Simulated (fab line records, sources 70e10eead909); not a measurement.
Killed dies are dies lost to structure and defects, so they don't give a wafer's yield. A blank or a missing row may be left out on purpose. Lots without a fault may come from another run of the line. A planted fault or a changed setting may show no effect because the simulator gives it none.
Chamber matching | flow nand_harc | NHARC_A_STAIRCASE_ETCH_444 on rie_diel-06: 4 sister chambers
The step etches the open film in C4F8/O2, target depth 10200 nm, time 3400 s. 4 wafers are shown with their chamber, then 8 later ones without.

WAFERS WITH THEIR CHAMBER
wafer  | chamber | rf_vpp_V (V)
L080.5 | 2       | 804
L082.5 | 0       | 809
L083.5 | 3       | 809
L084.1 | 1       | 806

WAFERS WITHOUT THEIR CHAMBER
wafer  | rf_vpp_V (V)
L084.3 | 809
L084.6 | 804
L089.1 | 805
L089.4 | 809
L089.6 | 807
L091.4 | 808
L091.5 | 806
L091.6 | 803

WHICH CHAMBER EACH WENT THROUGH
wafer  | from the rows above          | in truth
L084.3 | can't be placed: 0 or 3      | 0
L084.6 | 2                            | 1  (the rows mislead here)
L089.1 | can't be placed: 1 or 2      | 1
L089.4 | can't be placed: 0 or 3      | 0
L089.6 | can't be placed: 1 or 0 or 3 | 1
L091.4 | can't be placed: 0 or 3 or 1 | 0
L091.5 | 1                            | 1
L091.6 | 2                            | 2
Placed correctly: 2 of 8. Can't be placed from these rows: 5 (the true chamber is among the candidates in 5). Placed wrongly: 1.
How it was worked out, from the rows above alone: a wafer's distance from a chamber is the root of the sum, over the readings, of the square of ((its reading less the chamber's mean) divided by the reading's scatter). The wafer belongs to the nearest chamber; if the next one is less than 2 further off, it can't be placed. A chamber's mean is the mean of its shown wafers. The scatter: with one shown wafer a chamber, the root of the mean of the squares of how far each hidden wafer lies from its nearest shown one.
